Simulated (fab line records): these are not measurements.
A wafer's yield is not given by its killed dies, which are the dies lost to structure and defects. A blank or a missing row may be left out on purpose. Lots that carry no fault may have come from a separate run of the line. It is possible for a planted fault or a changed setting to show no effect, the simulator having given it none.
Chamber matching :: flow n5_finfet :: N5_DUMMY_GATE_ETCH_37 on rie_diel-02 has 4 sister chambers
The step etches SOC in N2/H2, target depth 60 nm, overetch 30 nm. 8 wafers are shown with their chamber, then 9 later ones without.

WAFERS PAIRED WITH THEIR CHAMBERS
wafer: L080.2
chamber: 1
showerhead_plenum_p_Torr (Torr): 2.50
drypump_motor_current_A (A): 5.1

wafer: L083.6
chamber: 1
showerhead_plenum_p_Torr (Torr): 2.50
drypump_motor_current_A (A): 5.1

wafer: L088.1
chamber: 0
showerhead_plenum_p_Torr (Torr): 2.54
drypump_motor_current_A (A): 5.7

wafer: L088.5
chamber: 2
showerhead_plenum_p_Torr (Torr): 2.71
drypump_motor_current_A (A): 5.9

wafer: L088.6
chamber: 3
showerhead_plenum_p_Torr (Torr): 2.52
drypump_motor_current_A (A): 5.8

wafer: L090.1
chamber: 0
showerhead_plenum_p_Torr (Torr): 2.54
drypump_motor_current_A (A): 5.7

wafer: L090.3
chamber: 2
showerhead_plenum_p_Torr (Torr): 2.71
drypump_motor_current_A (A): 5.8

wafer: L090.4
chamber: 3
showerhead_plenum_p_Torr (Torr): 2.51
drypump_motor_current_A (A): 5.7

WAFERS WITHOUT THEIR CHAMBER
wafer: L092.1
showerhead_plenum_p_Torr (Torr): 2.71
drypump_motor_current_A (A): 5.8

wafer: L092.4
showerhead_plenum_p_Torr (Torr): 2.51
drypump_motor_current_A (A): 5.7

wafer: L092.6
showerhead_plenum_p_Torr (Torr): 2.54
drypump_motor_current_A (A): 5.7

wafer: L093.1
showerhead_plenum_p_Torr (Torr): 2.51
drypump_motor_current_A (A): 5.7

wafer: L093.2
showerhead_plenum_p_Torr (Torr): 2.54
drypump_motor_current_A (A): 5.8

wafer: L093.4
showerhead_plenum_p_Torr (Torr): 2.71
drypump_motor_current_A (A): 5.9

wafer: L094.1
showerhead_plenum_p_Torr (Torr): 2.54
drypump_motor_current_A (A): 5.7

wafer: L094.5
showerhead_plenum_p_Torr (Torr): 2.54
drypump_motor_current_A (A): 5.7

wafer: L094.6
showerhead_plenum_p_Torr (Torr): 2.51
drypump_motor_current_A (A): 5.8

THE CHAMBER EACH PASSED THROUGH
wafer: L092.1
from the rows above: 2
in truth: 2

wafer: L092.4
from the rows above: 3
in truth: 3

wafer: L092.6
from the rows above: 0
in truth: 0

wafer: L093.1
from the rows above: 3
in truth: 3

wafer: L093.2
from the rows above: 0
in truth: 0

wafer: L093.4
from the rows above: 2
in truth: 2

wafer: L094.1
from the rows above: 0
in truth: 0

wafer: L094.5
from the rows above: 0
in truth: 0

wafer: L094.6
from the rows above: 3
in truth: 3
Placed correctly: 9 of 9. Number that these rows cannot place: 0. 0 placed wrongly.
How it was worked out, from the rows above alone: a wafer's distance from a chamber is the root of the sum, over the readings, of the square of ((its reading less the chamber's mean) divided by the reading's scatter). The wafer belongs to the nearest chamber; if the next one is less than 2 further off, it can't be placed. A chamber's mean is the mean of its shown wafers. The scatter: the root of (the sum of the squares of (reading less its chamber's mean) over the shown wafers, divided by (wafers less chambers)).
